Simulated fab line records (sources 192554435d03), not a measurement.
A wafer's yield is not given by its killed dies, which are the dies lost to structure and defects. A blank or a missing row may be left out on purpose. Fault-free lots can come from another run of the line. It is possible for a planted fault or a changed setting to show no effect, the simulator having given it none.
Split-lot trial | flow n5-finfet | 21 wafers read from 7 lots, route of 1938 steps

## ABOUT THE SPLIT
At N5_MOL_CONTACT_COAG_PECVD_31 (deposits SiO2 from TEOS/O2, target thk 46 nm, time 8.9 s), the setting time-s was moved away from the recipe's 8.9 s on 7 of the 21 wafers read, by -12.5% to +7.5%. This setting was run at the recipe's value on the other wafers.

## FROM THE SPLIT TO THE READING: what the file shows between them, 6 steps
- N5_MOL_CONTACT_COAG_COAT_75: time 60 s, resist thk 60 nm
- N5_MOL_CONTACT_COAG_COAT_76: time 60 s, resist thk 10 nm
- N5_MOL_CONTACT_COAG_ETCHBACK_135: etches SiO2 in CHF3, target depth 25 nm, time 16.7 s
- N5_MOL_CONTACT_COAG_STRIP_118: strips in CHF3
- N5_MOL_CONTACT_COAG_VIA_ETCH_46: etches SiO2 in C4F6/O2, target depth 46 nm, overetch 9.2 nm, time 40 s
- N5_MOL_CONTACT_COAG_STRIP_96: strips in N2/H2

## THE READING
SiO2_of_MOL_CONTACT_COAG_PECVD_31.thk-nm (the simulator's own value, which no gauge read), in nm, at N5_MOL_CONTACT_COAG_ETCH_47 (etches SiNx in CH3F/O2, stops on W, target depth 27 nm). The file does not state a usual value for it. The 14 wafers here that ran the recipe average 44.2 nm, standard deviation 0.64 nm.

wafer  | tool, chamber at the split | time-s as run, s | against the recipe | SiO2_of_MOL_CONTACT_COAG_PECVD_31.thk-nm, nm | against lot-mates on the recipe
L074.1 | pecvd-04, 1                | 8.9              | recipe             | 43.6                                         | -
L074.3 | pecvd-04, 0                | 9.26             | +4.0%              | 45.6                                         | +1.9
L074.4 | pecvd-04, 1                | 8.9              | recipe             | 43.8                                         | -
L076.1 | pecvd-03, 2                | 8.9              | recipe             | 43.8                                         | -
L076.3 | pecvd-03, 1                | 9.57             | +7.5%              | 47                                           | +3.2
L076.6 | pecvd-03, 0                | 9.57             | +7.5%              | 47.4                                         | +3.6
L077.1 | pecvd-04, 1                | 8.9              | recipe             | 44.2                                         | -
L077.4 | pecvd-04, 0                | 9.379            | +5.4%              | 46.6                                         | +2.4
L077.5 | pecvd-04, 2                | 9.379            | +5.4%              | 46.8                                         | +2.6
L086.1 | pecvd-04, 0                | 9.299            | +4.5%              | 45.4                                         | +1.3
L086.5 | pecvd-04, 2                | 8.9              | recipe             | 44.6                                         | -
L086.6 | pecvd-04, 0                | 8.9              | recipe             | 43.6                                         | -
L088.1 | pecvd-04, 0                | 8.9              | recipe             | 43.4                                         | -
L088.3 | pecvd-04, 2                | 8.9              | recipe             | 44.4                                         | -
L088.6 | pecvd-04, 2                | 8.9              | recipe             | 45                                           | -
L094.1 | pecvd-01, 1                | 8.9              | recipe             | 44.6                                         | -
L094.4 | pecvd-01, 1                | 8.9              | recipe             | 45.4                                         | -
L094.5 | pecvd-01, 1                | 8.9              | recipe             | 45.2                                         | -
L096.1 | pecvd-03, 0                | 7.784            | -12.5%             | 37.8                                         | -5.9
L096.3 | pecvd-03, 1                | 8.9              | recipe             | 43.4                                         | -
L096.6 | pecvd-03, 1                | 8.9              | recipe             | 44                                           | -

FIT RESULTS
A straight line over all 21 wafers: SiO2_of_MOL_CONTACT_COAG_PECVD_31.thk-nm changes by +0.455 nm for each +1% of time-s; r = +0.95; the points scatter about the line by 0.62 nm.
The same after taking each lot's own level away (the mean of its wafers on the recipe; 21 wafers): +0.456 nm for each +1%; r = +0.98; scatter 0.4 nm.
According to that fit, moving time-s by its largest amount changes the reading by 5.7 nm.
Across the lots, their own levels run from 43.70 to 45.07 nm, a range of 2.1 times the standard deviation given above.
So the lot-to-lot level changes the slope little: the two slopes agree.
Check: -5.56 nm against its lot-mates is what the line predicts for one of the wafers moved furthest among these (-12.5%) when that wafer is left out of the fit. Against them it came out at -5.9 nm.

## FURTHER SPLITS ON THESE WAFERS
These wafers also went through other splits before the reading. Each is held against what the fit with the lots' levels taken away leaves over:
other split on the same wafers    | wafers away from the commonest value | r with SiO2_of_MOL_CONTACT_COAG_PECVD_31.thk-nm (lot level and that fit taken away)
N5_SD_EPI_N_EPI_21 temp-c         | 8                                    | +0.00
N5_HKMG_FIN_HK_ALD_01 ald-cycles  | 6                                    | -0.42
N5_HKMG_FIN_ETCH_35 time-s        | 8                                    | -0.18
N5_GATE_CUT_COAT_27 spin-rpm      | 6                                    | +0.15
N5_GATE_CUT_ETCH_36 cf4-flow-sccm | 10                                   | +0.08

## THE WHOLE CHAIN: every reading that the file lists as answering this split, in the file's order
step                            | what it does                                                           | reading                                                                                   | change (the file's fit)               | r (the file's)
N5_MOL_CONTACT_COAG_PECVD_31    | deposits SiO2 from TEOS/O2, target thk 46 nm, time 8.9 s               | SiO2_of_MOL_CONTACT_COAG_PECVD_31.thk-nm (the simulator's own value, which no gauge read) | +0.464 nm for each +1% of the setting | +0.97
N5_MOL_CONTACT_COAG_VIA_ETCH_46 | etches SiO2 in C4F6/O2, target depth 46 nm, overetch 9.2 nm, time 40 s | etch.depth-nm (the simulator's own value, which no gauge read)                            | +0.457 nm for each +1% of the setting | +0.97
N5_MOL_CONTACT_COAG_ETCH_47     | etches SiNx in CH3F/O2, stops on W, target depth 27 nm                 | SiO2_of_MOL_CONTACT_COAG_PECVD_31.thk-nm (the simulator's own value, which no gauge read) | +0.453 nm for each +1% of the setting | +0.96

## FILE'S OWN FIT
SiO2_of_MOL_CONTACT_COAG_PECVD_31.thk-nm changes by +0.453 nm for each +1% of time-s, r = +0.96.
